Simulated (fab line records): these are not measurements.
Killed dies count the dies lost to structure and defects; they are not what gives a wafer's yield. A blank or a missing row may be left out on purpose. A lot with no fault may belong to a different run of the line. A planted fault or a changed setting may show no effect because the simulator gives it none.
Chamber matching :: flow n5 finfet :: N5_MOL_CONTACT_COAG_CONTACT_ETCH_14 on rie diel-01: 4 sister chambers
The step etches SiO2 in C4F6/O2, target depth 27.5 nm, overetch 8.5 nm, time 20 s. 8 wafers are shown with their chamber, then 11 later ones without.

== EACH WAFER AND ITS CHAMBER ==
wafer: L082.2
chamber: 3
drypump motor current A (A): 5.3
throttle valve pct (%): 21.29

wafer: L084.1
chamber: 3
drypump motor current A (A): 5.3
throttle valve pct (%): 21.30

wafer: L084.6
chamber: 1
drypump motor current A (A): 5.2
throttle valve pct (%): 21.24

wafer: L085.6
chamber: 0
drypump motor current A (A): 6.4
throttle valve pct (%): 21.07

wafer: L089.2
chamber: 2
drypump motor current A (A): 5.0
throttle valve pct (%): 21.51

wafer: L089.3
chamber: 1
drypump motor current A (A): 5.2
throttle valve pct (%): 21.24

wafer: L089.4
chamber: 0
drypump motor current A (A): 6.4
throttle valve pct (%): 21.10

wafer: L093.1
chamber: 2
drypump motor current A (A): 4.9
throttle valve pct (%): 21.54

== WAFERS WITHOUT THEIR CHAMBER ==
wafer: L093.2
drypump motor current A (A): 5.4
throttle valve pct (%): 21.33

wafer: L093.4
drypump motor current A (A): 5.3
throttle valve pct (%): 21.25

wafer: L095.1
drypump motor current A (A): 5.3
throttle valve pct (%): 21.34

wafer: L095.2
drypump motor current A (A): 5.0
throttle valve pct (%): 21.55

wafer: L095.3
drypump motor current A (A): 5.3
throttle valve pct (%): 21.26

wafer: L095.4
drypump motor current A (A): 6.4
throttle valve pct (%): 21.11

wafer: L095.5
drypump motor current A (A): 5.3
throttle valve pct (%): 21.26

wafer: L095.6
drypump motor current A (A): 5.0
throttle valve pct (%): 21.53

wafer: L096.2
drypump motor current A (A): 5.0
throttle valve pct (%): 21.54

wafer: L096.3
drypump motor current A (A): 5.2
throttle valve pct (%): 21.29

wafer: L096.4
drypump motor current A (A): 5.3
throttle valve pct (%): 21.34

== CHAMBER TAKEN BY EACH ==
wafer: L093.2
from the rows above: 3
in truth: 3

wafer: L093.4
from the rows above: can't be placed: 1 or 3
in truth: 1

wafer: L095.1
from the rows above: 3
in truth: 3

wafer: L095.2
from the rows above: 2
in truth: 2

wafer: L095.3
from the rows above: can't be placed: 3 or 1
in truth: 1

wafer: L095.4
from the rows above: 0
in truth: 0

wafer: L095.5
from the rows above: can't be placed: 3 or 1
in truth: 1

wafer: L095.6
from the rows above: 2
in truth: 2

wafer: L096.2
from the rows above: 2
in truth: 2

wafer: L096.3
from the rows above: can't be placed: 3 or 1
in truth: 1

wafer: L096.4
from the rows above: 3
in truth: 3
7 of 11 placed correctly. Cannot be placed on the basis of these rows: 4; the candidates contain the true chamber in 4. 0 placed wrongly.
How it was worked out, from the rows above alone: a wafer's distance from a chamber is the root of the sum, over the readings, of the square of ((its reading less the chamber's mean) divided by the reading's scatter). The wafer belongs to the nearest chamber; if the next one is less than 2 further off, it can't be placed. A chamber's mean is the mean of its shown wafers. The scatter: take each reading less its chamber's mean, square it, sum over the shown wafers, divide by the number of wafers less the number of chambers, and take the root.
